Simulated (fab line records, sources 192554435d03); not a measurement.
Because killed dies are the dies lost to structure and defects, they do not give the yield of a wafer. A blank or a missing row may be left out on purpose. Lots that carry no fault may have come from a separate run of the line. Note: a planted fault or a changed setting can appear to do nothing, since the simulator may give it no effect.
Matching of chambers || flow n5 finfet || ald sin-04 running N5_MOL_CONTACT_COAG_ALD_27: 4 sister chambers
The step deposits SiOC, target thk 17 nm, pulse time 1.5 s, time 2720 s. 22 wafers are shown with their chamber, then 11 later ones without.

== WAFERS, EACH WITH ITS CHAMBER ==
{"wafer": "L078.2", "chamber": 2, "heater power w (W)": 824, "precursor pulse height rel": 0.996}
{"wafer": "L078.4", "chamber": 1, "heater power w (W)": 842, "precursor pulse height rel": 1.008}
{"wafer": "L078.6", "chamber": 3, "heater power w (W)": 738, "precursor pulse height rel": 0.993}
{"wafer": "L081.1", "chamber": 1, "heater power w (W)": 838, "precursor pulse height rel": 0.972}
{"wafer": "L081.3", "chamber": 0, "heater power w (W)": 934, "precursor pulse height rel": 1.018}
{"wafer": "L081.6", "chamber": 3, "heater power w (W)": 727, "precursor pulse height rel": 1.021}
{"wafer": "L083.3", "chamber": 2, "heater power w (W)": 834, "precursor pulse height rel": 1.000}
{"wafer": "L083.4", "chamber": 3, "heater power w (W)": 727, "precursor pulse height rel": 1.017}
{"wafer": "L083.5", "chamber": 3, "heater power w (W)": 732, "precursor pulse height rel": 0.988}
{"wafer": "L084.1", "chamber": 0, "heater power w (W)": 897, "precursor pulse height rel": 0.980}
{"wafer": "L084.2", "chamber": 1, "heater power w (W)": 841, "precursor pulse height rel": 0.991}
{"wafer": "L084.4", "chamber": 2, "heater power w (W)": 835, "precursor pulse height rel": 0.952}
{"wafer": "L085.1", "chamber": 0, "heater power w (W)": 914, "precursor pulse height rel": 1.008}
{"wafer": "L085.4", "chamber": 3, "heater power w (W)": 735, "precursor pulse height rel": 1.020}
{"wafer": "L085.5", "chamber": 1, "heater power w (W)": 841, "precursor pulse height rel": 1.023}
{"wafer": "L090.4", "chamber": 2, "heater power w (W)": 830, "precursor pulse height rel": 1.005}
{"wafer": "L090.5", "chamber": 1, "heater power w (W)": 773, "precursor pulse height rel": 0.996}
{"wafer": "L090.6", "chamber": 0, "heater power w (W)": 895, "precursor pulse height rel": 0.979}
{"wafer": "L091.1", "chamber": 3, "heater power w (W)": 737, "precursor pulse height rel": 1.015}
{"wafer": "L091.4", "chamber": 0, "heater power w (W)": 897, "precursor pulse height rel": 0.959}
{"wafer": "L091.5", "chamber": 2, "heater power w (W)": 828, "precursor pulse height rel": 0.986}
{"wafer": "L092.1", "chamber": 2, "heater power w (W)": 800, "precursor pulse height rel": 0.999}

SIGNATURES, as means of the wafers listed above
{"reading": "heater power w", "chamber 0": 907.40, "chamber 1": 827.00, "chamber 2": 825.17, "chamber 3": 732.67, "scatter within a chamber": 17.8}
{"reading": "precursor pulse height rel", "chamber 0": 0.98880, "chamber 1": 0.99800, "chamber 2": 0.98967, "chamber 3": 1.00900, "scatter within a chamber": 0.0193}
Rule: for a wafer and a chamber, the distance is found by dividing, reading by reading, the gap between the wafer's reading and the chamber's mean by the reading's scatter, squaring, summing and taking the root. If the next closest chamber is less than 2 further off than the closest, the wafer can't be placed; otherwise it belongs to the closest. The scatter: take each reading less its chamber's mean, square it, sum over the shown wafers, divide by the number of wafers less the number of chambers, and take the root.

== WAFERS WHOSE CHAMBER IS MISSING ==
{"wafer": "L092.2", "heater power w (W)": 737, "precursor pulse height rel": 1.022}
{"wafer": "L092.4", "heater power w (W)": 777, "precursor pulse height rel": 1.002}
{"wafer": "L094.1", "heater power w (W)": 731, "precursor pulse height rel": 0.998}
{"wafer": "L094.2", "heater power w (W)": 779, "precursor pulse height rel": 1.030}
{"wafer": "L094.3", "heater power w (W)": 835, "precursor pulse height rel": 1.035}
{"wafer": "L094.4", "heater power w (W)": 901, "precursor pulse height rel": 0.952}
{"wafer": "L094.5", "heater power w (W)": 908, "precursor pulse height rel": 0.991}
{"wafer": "L094.6", "heater power w (W)": 742, "precursor pulse height rel": 0.966}
{"wafer": "L097.3", "heater power w (W)": 916, "precursor pulse height rel": 1.011}
{"wafer": "L097.4", "heater power w (W)": 840, "precursor pulse height rel": 0.998}
{"wafer": "L097.6", "heater power w (W)": 938, "precursor pulse height rel": 1.016}

== THE CHAMBER EACH PASSED THROUGH ==
{"wafer": "L092.2", "from the rows above": 3, "in truth": 3}
{"wafer": "L092.4", "from the rows above": "can't be placed: 3 or 2 or 1", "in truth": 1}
{"wafer": "L094.1", "from the rows above": 3, "in truth": 3}
{"wafer": "L094.2", "from the rows above": "can't be placed: 3 or 1 or 2", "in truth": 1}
{"wafer": "L094.3", "from the rows above": "can't be placed: 1 or 2", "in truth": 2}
{"wafer": "L094.4", "from the rows above": 0, "in truth": 0}
{"wafer": "L094.5", "from the rows above": 0, "in truth": 0}
{"wafer": "L094.6", "from the rows above": 3, "in truth": 3}
{"wafer": "L097.3", "from the rows above": 0, "in truth": 0}
{"wafer": "L097.4", "from the rows above": "can't be placed: 1 or 2", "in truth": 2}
{"wafer": "L097.6", "from the rows above": 0, "in truth": 0}
7 of 11 placed correctly. Not placeable from these rows: 4 (in 4, the candidates include the true chamber). Placed wrongly: 0.
